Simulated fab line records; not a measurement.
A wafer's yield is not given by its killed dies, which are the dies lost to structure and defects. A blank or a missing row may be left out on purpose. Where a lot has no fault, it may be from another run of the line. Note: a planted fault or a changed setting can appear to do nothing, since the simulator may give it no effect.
Comparing a struck lot with a sound one -- flow nand_harc -- 17 out of 1159 route steps
Sound: these wafers, L774.2, L774.4, L774.5. The struck wafers were L778.1, L778.2, L778.4. The cause comes at the end.
For every step that has rows: the tool of each side, followed by ch and its chambers, followed by its first start. Under that, the readings that differ: sound wafers -- struck wafers -- difference of the means -- sigmas: that difference in standard deviations of wafers without a fault.
alike: readings whose means differ by less than 2 such deviations, and words and numbers that are the same on both sides. not compared: withheld readings, readings that some wafer has no value for, bounds like >300 that may hide the same value, and numbers for which the record gives no deviation and whose values overlap.
Wherever a step has rows on one side only, a row that says differs or no value, or a row with sigmas, the two part there. Non-overlapping numbers with no deviation appear without sigmas and do not part them. A reading that every wafer of one side lacks parts them only if that side has two wafers or more.

NHARC_A_WL_FILL_INSPECT_15:
  sound on defect_inspect-01 at day 18 13:09; struck on defect_inspect-01 at day 19 21:20
  alike: raw_defect_count
NHARC_A_CONTACT_DEP_24: deposits SiO2, target thk 500 nm.
  sound on pecvd-04 ch 0,1,2, day 18 13:35; struck on pecvd-02 ch 0,1, day 19 21:24
  alike: chamber_pressure_Torr, heater_power_w, showerhead_vpp_V, throttle_valve_pct
NHARC_A_CONTACT_DEP_28: deposits aC, target thk 3600 nm.
  sound on acl_dep-02 ch 0, day 18 16:53; struck on acl_dep-01 ch 0, day 19 22:00
  alike: throttle_valve_pct
NHARC_A_CONTACT_DEP_29: deposits SiON, target thk 70 nm.
  sound on pecvd-02 ch 0,1,2, day 18 18:43; struck on pecvd-01 ch 1,2, day 20 00:13
  alike: chamber_pressure_Torr, heater_power_w, showerhead_vpp_V
then, 7 steps without rows for these wafers: NHARC_A_CONTACT_DEHYDRATE_32 (time 120 s); NHARC_A_CONTACT_HMDS_33 (time 30 s); NHARC_A_CONTACT_COAT_34 (time 75 s); NHARC_A_CONTACT_COAT_35 (time 65 s); NHARC_A_CONTACT_COAT_36 (resist thk 90 nm); NHARC_A_CONTACT_SOFTBAKE_37 (time 55 s); NHARC_A_CONTACT_EBR_38.
NHARC_A_CONTACT_EXPOSE_39: exposes mask A CC 3.
  sound on arfi_scanner-01 ch 0, day 18 19:13; struck on arfi_scanner-03 ch 0, day 20 00:49
reading,sound,struck,difference,sigmas
exposure_dose_mJ_cm2,59.9 59.9 59.9,48.9 49.0 48.9,-11.0,-20
  alike: mask
then, 2 steps without rows for these wafers: NHARC_A_CONTACT_PEB_40 (peb time 65 s); NHARC_A_CONTACT_DEVELOP_41 (develop time 35 s).
NHARC_A_CONTACT_CD_MEAS_42 targets a cd of 200 nm.
  sound on cd_sem-02 ch 0, day 18 19:21; struck on cd_sem-02 ch 0
reading,sound,struck,difference,sigmas
cd_nm (nm),200.4 199.6 199.0,190.3 191.8 191.8,-8.4,-17
  not compared: hold
NHARC_A_CONTACT_OVL_MEAS_43:
  sound on overlay-02 at day 18 19:26; struck on overlay-01 at day 20 03:44
reading,sound,struck,difference,sigmas
hold,- - -,await_dispo/2.5h/release await_dispo/2.5h/release await_dispo/2.5h/release,no value on the sound wafers,
overlay_y_nm (nm),-0.6 -0.8 -0.9,0.9 1.4 1.6,+2.1,+3
  alike: overlay_x_nm
-- the record jumps here: 3 days lie between the struck wafers' starts before and after (it left off in module A_CONTACT and takes up again in module END, whose first step shown is number 1159 of the route) --
NHARC_END_SORT_01:
  sound on prober-02 ch 0, day 21 13:46; struck on prober-02 ch 0, day 23 04:28
reading,sound,struck,difference,sigmas
killed_at_array,27,9 7 11,-18,-2
  alike: killed_at_other, killed_at_periphery, killed_dies, killed_open, killed_short

WHERE THEY PART
First at NHARC_A_CONTACT_EXPOSE_39; last, within this record, at NHARC_END_SORT_01.

WHY: what had been put in by the simulator
Process parameter drift: arfi_scanner-03, from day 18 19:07 on, at NHARC_A_CONTACT_EXPOSE_39. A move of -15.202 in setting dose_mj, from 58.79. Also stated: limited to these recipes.
